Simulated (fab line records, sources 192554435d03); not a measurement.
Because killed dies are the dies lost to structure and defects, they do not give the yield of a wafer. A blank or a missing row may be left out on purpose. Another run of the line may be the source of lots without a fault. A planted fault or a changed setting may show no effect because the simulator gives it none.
What tool caused it? :: flow n5Finfet :: Sampling: 12 lots, 36 wafers, 4 of 1938 route steps

WHAT EACH GAUGE READ, for each wafer
N5_BEOL_M6_CD_MEAS_28 targets a cd of 40 nm. Usual: cdNm 39.98 nm, standard deviation 0.22.
lot: L923
measured: day 8 18:40
on: cdSem-01
cdNm (nm): 39.88 39.66 39.96
flag: 

lot: L926
measured: day 9 07:45
on: cdSem-03
cdNm (nm): 40.09 40.23 40.03
flag: 

lot: L925
measured: day 9 10:11
on: cdSem-03
cdNm (nm): 39.86 40.18 40.20
flag: 

lot: L927
measured: day 9 18:57
on: cdSem-03
cdNm (nm): 40.26 40.62 40.70
flag: 

lot: L932
measured: day 10 20:05
on: cdSem-02
cdNm (nm): 39.88 40.17 39.90
flag: 

lot: L934
measured: day 11 07:43
on: cdSem-02
cdNm (nm): 39.96 39.92 40.02
flag: 

lot: L935
measured: day 11 20:42
on: cdSem-02
cdNm (nm): 39.63 39.89 39.59
flag: 

lot: L933
measured: day 12 02:41
on: cdSem-01
cdNm (nm): 40.37 40.27 39.83
flag: 

lot: L940
measured: day 12 23:17
on: cdSem-03
cdNm (nm): 40.01 40.34 40.62
flag: 

lot: L941
measured: day 13 10:15
on: cdSem-01
cdNm (nm): 40.14 39.68 40.10
flag: 

lot: L944
measured: day 13 23:56
on: cdSem-03
cdNm (nm): 39.91 40.26 39.93
flag: 

lot: L945
measured: day 14 01:18
on: cdSem-01
cdNm (nm): 40.10 40.42 39.91
flag: 

N5_BEOL_M6_OVL_MEAS_29. Usual: V5_OVL gives 0.0 nm (standard deviation 0.63).
lot: L923
measured: day 8 18:41
on: overlay-01
V5_OVL (nm): -0.3 0.0 -0.1
flag: 

lot: L926
measured: day 9 07:47
on: overlay-02
V5_OVL (nm): -0.3 0.4 -0.6
flag: 

lot: L925
measured: day 9 10:14
on: overlay-02
V5_OVL (nm): -0.8 0.0 -0.1
flag: 

lot: L927
measured: day 9 18:59
on: overlay-02
V5_OVL (nm): 0.3 -1.0 0.7
flag: 

lot: L932
measured: day 10 20:07
on: overlay-01
V5_OVL (nm): -1.2 -0.4 0.6
flag: 

lot: L934
measured: day 11 07:46
on: overlay-02
V5_OVL (nm): 0.8 0.7 0.6
flag: 

lot: L935
measured: day 11 20:44
on: overlay-02
V5_OVL (nm): 0.0 0.5 0.8
flag: 

lot: L933
measured: day 12 02:43
on: overlay-02
V5_OVL (nm): 1.1 0.5 0.5
flag: 

lot: L940
measured: day 12 23:19
on: overlay-01
V5_OVL (nm): 0.5 0.3 0.6
flag: 

lot: L941
measured: day 13 10:17
on: overlay-01
V5_OVL (nm): -0.5 -0.2 -0.4
flag: 

lot: L944
measured: day 13 23:59
on: overlay-02
V5_OVL (nm): 1.1 0.4 0.7
flag: 

lot: L945
measured: day 14 01:20
on: overlay-02
V5_OVL (nm): 0.4 1.1 0.4
flag: 

N5_BEOL_M6_INSPECT_30: inspects for defects (brightfield). Usual: rawDefectCount 432, standard deviation 91.
lot: L923
measured: day 8 18:45
on: defectInspect-02
rawDefectCount: 339 419 314
flag: 

lot: L926
measured: day 9 07:50
on: defectInspect-01
rawDefectCount: 456 521 501
flag: 

lot: L925
measured: day 9 10:16
on: defectInspect-01
rawDefectCount: 321 586 389
flag: 

lot: L927
measured: day 9 19:02
on: defectInspect-01
rawDefectCount: 643 613 424
flag: 

lot: L932
measured: day 10 20:10
on: defectInspect-01
rawDefectCount: 439 538 457
flag: 

lot: L934
measured: day 11 07:49
on: defectInspect-02
rawDefectCount: 551 357 344
flag: 

lot: L935
measured: day 11 20:47
on: defectInspect-02
rawDefectCount: 422 388 484
flag: 

lot: L933
measured: day 12 02:47
on: defectInspect-02
rawDefectCount: 436 431 477
flag: 

lot: L940
measured: day 12 23:22
on: defectInspect-02
rawDefectCount: 405 464 480
flag: 

lot: L941
measured: day 13 10:20
on: defectInspect-01
rawDefectCount: 389 435 387
flag: 

lot: L944
measured: day 14 00:02
on: defectInspect-01
rawDefectCount: 387 440 313
flag: 

lot: L945
measured: day 14 01:24
on: defectInspect-01
rawDefectCount: 337 289 427
flag: 

WHICH TOOL RAN EACH LOT (tool, then ch and the chambers of the sampled wafers, then the start)
lot: L923
N5_BEOL_M6_EXPOSE_25: euvScanner-01 ch 0, day 8 18:31

lot: L926
N5_BEOL_M6_EXPOSE_25: euvScanner-01 ch 0, day 9 07:38

lot: L925
N5_BEOL_M6_EXPOSE_25: euvScanner-02 ch 0, day 9 10:04

lot: L927
N5_BEOL_M6_EXPOSE_25: euvScanner-01 ch 0, day 9 18:49

lot: L932
N5_BEOL_M6_EXPOSE_25: euvScanner-02 ch 0, day 10 19:56

lot: L934
N5_BEOL_M6_EXPOSE_25: euvScanner-02 ch 0, day 11 07:35

lot: L935
N5_BEOL_M6_EXPOSE_25: euvScanner-02 ch 0, day 11 20:34

lot: L933
N5_BEOL_M6_EXPOSE_25: euvScanner-02 ch 0, day 12 02:34

lot: L940
N5_BEOL_M6_EXPOSE_25: euvScanner-02 ch 0, day 12 23:08

lot: L941
N5_BEOL_M6_EXPOSE_25: euvScanner-02 ch 0, day 13 10:07

lot: L944
N5_BEOL_M6_EXPOSE_25: euvScanner-02 ch 0, day 13 23:49

lot: L945
N5_BEOL_M6_EXPOSE_25: euvScanner-02 ch 0, day 14 01:10
- N5_BEOL_M6_EXPOSE_25: exposes mask V5, target cd 40 nm.

WHAT THE TOOLS THEMSELVES READ (means of the sampled wafers that have a number; where no wafer has one, the mark that the record gives instead)
N5_BEOL_M6_EXPOSE_25. Usual: exposureDoseMJCm2 45.16, standard deviation 0.21.
lot: L923
tool: euvScanner-01
exposureDoseMJCm2: 44.91
flag: 

lot: L926
tool: euvScanner-01
exposureDoseMJCm2: 44.93
flag: 

lot: L925
tool: euvScanner-02
exposureDoseMJCm2: 45.40
flag: 

lot: L927
tool: euvScanner-01
exposureDoseMJCm2: 45.96
flag: OFF

lot: L932
tool: euvScanner-02
exposureDoseMJCm2: 45.38
flag: 

lot: L934
tool: euvScanner-02
exposureDoseMJCm2: 45.36
flag: 

lot: L935
tool: euvScanner-02
exposureDoseMJCm2: 45.35
flag: 

lot: L933
tool: euvScanner-02
exposureDoseMJCm2: 45.38
flag: 

lot: L940
tool: euvScanner-02
exposureDoseMJCm2: 45.38
flag: 

lot: L941
tool: euvScanner-02
exposureDoseMJCm2: 45.39
flag: 

lot: L944
tool: euvScanner-02
exposureDoseMJCm2: 45.48
flag: 

lot: L945
tool: euvScanner-02
exposureDoseMJCm2: 45.42
flag: 

THE ANSWER, worked out from the rows above alone
Rule: lot off if the mean of its wafers having a number is beyond 3 standard deviations from the usual mean. A lot without any number at a reading at which 4 lots or more have one is off too. All remaining lots with rows at the step are treated as sound. First the gauges in route order, then the tools' own readings, where a lot's mean is used as printed above. The first step at which some lot is off is used, and at that step the reading that is off furthest; a lot without a number counts as furthest.
Off: L927, at N5_BEOL_M6_EXPOSE_25 (exposureDoseMJCm2).
A tool fits if, at that step or a process step before it, it ran every lot that is off, and no sound lot after the first of them. One candidate fits, namely euvScanner-01 at N5_BEOL_M6_EXPOSE_25. Its last sound lot is L926 (day 9 07:38), its first lot that is off L927 (day 9 18:49): a fault that began between those two fits.

WHAT HAD BEEN PUT IN BY THE SIMULATOR
Process parameters drifting: euvScanner-01 at N5_BEOL_M6_EXPOSE_25, beginning at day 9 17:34. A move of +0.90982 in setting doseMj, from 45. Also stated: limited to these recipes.
Lots struck among those shown: L927. The rule given above showed the same thing.
